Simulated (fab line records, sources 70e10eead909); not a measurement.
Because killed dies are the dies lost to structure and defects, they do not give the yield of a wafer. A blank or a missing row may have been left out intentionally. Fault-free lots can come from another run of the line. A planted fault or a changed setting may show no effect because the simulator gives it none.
What tool caused it? | flow nandHarc | 14 lots with 42 wafers sampled at 3 steps, on a route of 1302 steps

WHAT THE GAUGES SHOWED, per wafer
NHARC_A_ONON_D2_THK_MEAS_08: measures by ellipsometry.
lot  | measured     | on           | thkNm (nm)
L825 | day 13 06:11 | filmMetro-02 | 1021 1023 1023
L824 | day 13 06:20 | filmMetro-01 | 992 993 993
L826 | day 13 06:31 | filmMetro-02 | 1003 1003 1003
L828 | day 14 08:28 | filmMetro-01 | 994 993 993
L830 | day 15 06:26 | filmMetro-01 | 999 999 1000
L832 | day 15 20:16 | filmMetro-02 | 991 991 988
L833 | day 16 01:52 | filmMetro-01 | 998 998 996
L834 | day 16 15:11 | filmMetro-01 | 981 980 980
L835 | day 17 02:14 | filmMetro-01 | 982 982 982
L838 | day 18 08:37 | filmMetro-02 | 636 992 637
L840 | day 19 05:03 | filmMetro-01 | 1000 1002 999
L842 | day 19 18:38 | filmMetro-02 | 985 986 629
L846 | day 21 12:58 | filmMetro-01 | 973 973 976
L847 | day 21 20:13 | filmMetro-01 | 1030 1029 1029

NHARC_END_SORT_01.
lot  | measured     | on        | killedAtArray | killedAtOther | killedAtPeriphery | killedDies | killedOpen | killedShort
L825 | day 25 05:24 | prober-01 | 57 67 59      | 2 1 1         | 1 1 2             | 60 69 62   | 7 1 4      | 2 3 3
L824 | day 25 06:15 | prober-02 | 27 30 26      | 0 0 0         | 8 7 1             | 35 37 27   | 4 1 2      | 1 7 1
L826 | day 26 03:53 | prober-02 | 46 52 24      | 3 0 0         | 4 4 2             | 53 56 26   | 5 8 2      | 2 2 1
L828 | day 25 20:14 | prober-01 | 28 57 52      | 0 0 0         | 8 2 0             | 36 59 52   | 3 2 4      | 5 2 1
L830 | day 27 00:40 | prober-02 | 82 79 66      | 0 0 0         | 3 1 7             | 85 80 73   | 3 2 8      | 5 3 3
L832 | day 27 16:05 | prober-01 | 46 58 53      | 0 2 1         | 10 4 14           | 56 64 68   | 6 2 6      | 2 2 2
L833 | day 27 16:05 | prober-02 | 61 62 50      | 3 4 4         | 3 3 1             | 67 69 55   | 3 1 5      | 3 2 1
L834 | day 28 16:54 | prober-02 | 56 57 70      | 1 1 2         | 4 4 4             | 61 62 76   | 7 1 3      | 2 2 3
L835 | day 28 23:06 | prober-02 | 72 54 59      | 1 2 1         | 10 6 13           | 83 62 73   | 5 0 7      | 4 2 5
L838 | day 29 23:02 | prober-01 | 674 54 673    | 1 0 0         | 2 3 4             | 677 57 677 | 2 5 4      | 2 1 0
L840 | day 31 06:24 | prober-02 | 74 58 72      | 1 1 2         | 9 6 6             | 84 65 80   | 1 4 7      | 2 4 1
L842 | day 31 06:23 | prober-01 | 52 46 668     | 1 3 0         | 4 8 9             | 57 57 677  | 5 6 2      | 2 7 2
L846 | day 33 13:04 | prober-02 | 31 37 38      | 3 1 1         | 2 1 4             | 36 39 43   | 3 3 4      | 0 4 4
L847 | day 34 03:25 | prober-01 | 67 56 52      | 0 0 0         | 7 7 8             | 74 63 60   | 4 3 6      | 5 4 5

TOOL THAT RAN EACH LOT (tool first, then ch and the chambers of the sampled wafers, then the start)
lot  | NHARC_A_ONON_D2_DEP_06
L825 | pecvdOnon-01 ch 0, day 13 05:47
L824 | pecvdOnon-04 ch 0, day 13 06:00
L826 | pecvdOnon-02 ch 0, day 13 06:07
L828 | pecvdOnon-01 ch 0, day 14 08:01
L830 | pecvdOnon-01 ch 0, day 15 05:56
L832 | pecvdOnon-01 ch 0, day 15 19:45
L833 | pecvdOnon-02 ch 0, day 16 01:21
L834 | pecvdOnon-04 ch 0, day 16 14:47
L835 | pecvdOnon-01 ch 0, day 17 01:43
L838 | pecvdOnon-04 ch 0, day 18 08:10
L840 | pecvdOnon-02 ch 0, day 19 04:32
L842 | pecvdOnon-04 ch 0, day 19 18:07
L846 | pecvdOnon-01 ch 0, day 21 12:30
L847 | pecvdOnon-02 ch 0, day 21 19:42
- NHARC_A_ONON_D2_DEP_06: target thk 1000 nm.

AS READ BY THE TOOLS THEMSELVES (means over the sampled wafers that have a number; for cases with no such wafer, the mark the record gives instead)
The record holds no such reading with a usual standard deviation.

THE ANSWER, worked out from the rows above alone
Rule: the lots themselves supply what counts as usual. The widest of any qualifying gaps counts: lots, ordered by their means at a reading, are off when they make up no more than a third of the lots, leave a main group of 4 or more, and stand apart from it by 3 or more times the standard deviation of that group's means. The tables above print the reading to a certain number of digits; a main group whose means all agree to those digits is not used. Also off: a lot with no number at a reading for which 4 or more lots have one. All remaining lots with rows at the step are treated as sound. Order of review: gauges by route order, followed by the tools' own readings, for which a lot's mean as printed above is used. At the first step where some lot is off, the reading lying furthest off is the one used; lots without a number count as furthest.
Off at NHARC_A_ONON_D2_THK_MEAS_08 (thkNm): L838, L842. The main group: mean 997 nm, standard deviation 15.
If a tool, at a process step before that reading, ran all the lots that are off and no sound lot after the first of them, it fits. The gauges at NHARC_A_ONON_D2_THK_MEAS_08 aren't tried: what is off there is off at NHARC_END_SORT_01 too, on other tools, and a gauge's error can't cause that. One fits: pecvdOnon-04 at NHARC_A_ONON_D2_DEP_06. Its last sound lot is L834 (day 16 14:47), its first lot that is off L838 (day 18 08:10): a fault that began between those two fits.

WHAT WAS PUT IN BY THE SIMULATOR
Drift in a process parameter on pecvdOnon-04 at NHARC_A_ONON_D2_DEP_06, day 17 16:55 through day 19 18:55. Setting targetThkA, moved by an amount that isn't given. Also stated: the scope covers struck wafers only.
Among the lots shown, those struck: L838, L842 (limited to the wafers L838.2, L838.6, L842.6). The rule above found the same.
